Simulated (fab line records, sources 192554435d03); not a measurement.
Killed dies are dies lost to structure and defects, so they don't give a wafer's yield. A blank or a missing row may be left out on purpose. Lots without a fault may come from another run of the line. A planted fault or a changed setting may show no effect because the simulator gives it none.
Split-lot experiment | flow n5_finfet | 7 lots, 21 wafers read, on a route of 1938 steps

THE SPLIT
At N5_BEOL_M0_SAQP_COAT_87 (time 60 s, resist thk 5 nm), the setting spin_rpm was moved away from the recipe's 1500 rpm on 9 of the 21 wafers read, by -8.2% to +10.0%. The other wafers ran this setting at the recipe's value.

FROM THE SPLIT TO THE READING: what the file shows between them, 5 steps
- N5_BEOL_M0_SAQP_EXPOSE_37: exposes mask M0 CUT1, target cd 30 nm (also split here: dose_mj)
- N5_BEOL_M0_SAQP_PEB_38: peb time 60 s
- N5_BEOL_M0_SAQP_DEVELOP_39: develop time 30 s
- N5_BEOL_M0_SAQP_CD_MEAS_40: target cd 30 nm
- N5_BEOL_M0_SAQP_DESCUM_45: chemistry O2, time 7 s

THE READING
etch.depth_nm (the simulator's own value, which no gauge read), in nm, at N5_BEOL_M0_SAQP_ETCH_88 (etches underlayer in N2/H2, target depth 6.5 nm, time 5.2 s). The file gives no usual value for it. The 12 wafers here that ran the recipe average 4.988 nm, standard deviation 0.017 nm.

wafer  | tool, chamber at the split | spin_rpm as run, rpm | against the recipe | etch.depth_nm, nm | against lot-mates on the recipe
L084.3 | litho_track-02, 0          | 1500                 | recipe             | 4.988             | -
L084.4 | litho_track-02, 0          | 1500                 | recipe             | 5.002             | -
L084.5 | litho_track-02, 0          | 1500                 | recipe             | 5.002             | -
L086.3 | litho_track-01, 0          | 1594                 | +6.3%              | 4.847             | no lot-mate on the recipe
L086.5 | litho_track-01, 0          | 1594                 | +6.3%              | 4.86              | no lot-mate on the recipe
L086.6 | litho_track-01, 0          | 1594                 | +6.3%              | 4.854             | no lot-mate on the recipe
L089.1 | litho_track-05, 0          | 1422                 | -5.2%              | 5.163             | +0.163
L089.2 | litho_track-05, 0          | 1422                 | -5.2%              | 5.151             | +0.151
L089.6 | litho_track-05, 0          | 1500                 | recipe             | 5                 | -
L090.3 | litho_track-01, 0          | 1500                 | recipe             | 5.013             | -
L090.4 | litho_track-01, 0          | 1377                 | -8.2%              | 5.226             | +0.223
L090.6 | litho_track-01, 0          | 1500                 | recipe             | 4.993             | -
L091.3 | litho_track-02, 0          | 1650                 | +10.0%             | 4.781             | -0.225
L091.4 | litho_track-02, 0          | 1650                 | +10.0%             | 4.782             | -0.224
L091.6 | litho_track-02, 0          | 1500                 | recipe             | 5.006             | -
L094.1 | litho_track-05, 0          | 1500                 | recipe             | 4.969             | -
L094.2 | litho_track-05, 0          | 1500                 | recipe             | 4.975             | -
L094.5 | litho_track-05, 0          | 1500                 | recipe             | 4.975             | -
L097.1 | litho_track-05, 0          | 1500                 | recipe             | 4.975             | -
L097.2 | litho_track-05, 0          | 1596                 | +6.4%              | 4.814             | -0.152
L097.6 | litho_track-05, 0          | 1500                 | recipe             | 4.958             | -

THE FIT
A straight line over all 21 wafers: etch.depth_nm changes by -0.0245 nm for each +1% of spin_rpm; r = -0.98; the points scatter about the line by 0.023 nm.
The same after taking each lot's own level away (the mean of its wafers on the recipe; 18 wafers): -0.0248 nm for each +1%; r = -0.99; scatter 0.013 nm.
On that fit, the largest move of spin_rpm shifts the reading by 0.25 nm.
The lots' own levels span 4.9665 to 5.0060 nm, that is 2.4 times the standard deviation above.
So the lot-to-lot level changes the slope little: the two slopes agree.
Check: with one of the wafers moved furthest among these (+10.0%) left out of the fit, the line predicts -0.248 nm for it against its lot-mates. It came out at -0.225 nm against them.

OTHER SPLITS ON THESE WAFERS
These wafers also went through other splits before the reading. Each is held against what the fit with the lots' levels taken away leaves over:
other split on the same wafers        | wafers away from the commonest value | r with etch.depth_nm (lot level and that fit taken away)
N5_HKMG_FIN_EXPOSE_46 dose_mj         | 7                                    | -0.16
N5_GATE_CUT_ALD_22 ald_cycles         | 7                                    | -0.33
N5_MOL_CONTACT_COAG_COAT_104 spin_rpm | 4                                    | -0.43
N5_MOL_CONTACT_COAG_ETCH_91 source_w  | 6                                    | +0.44
N5_BEOL_M0_SAQP_COAT_08 spin_rpm      | 5                                    | +0.00
N5_BEOL_M0_SAQP_EXPOSE_37 dose_mj     | 5                                    | +0.34

THE FILE'S OWN FIT
etch.depth_nm changes by -0.0249 nm for each +1% of spin_rpm, r = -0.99.
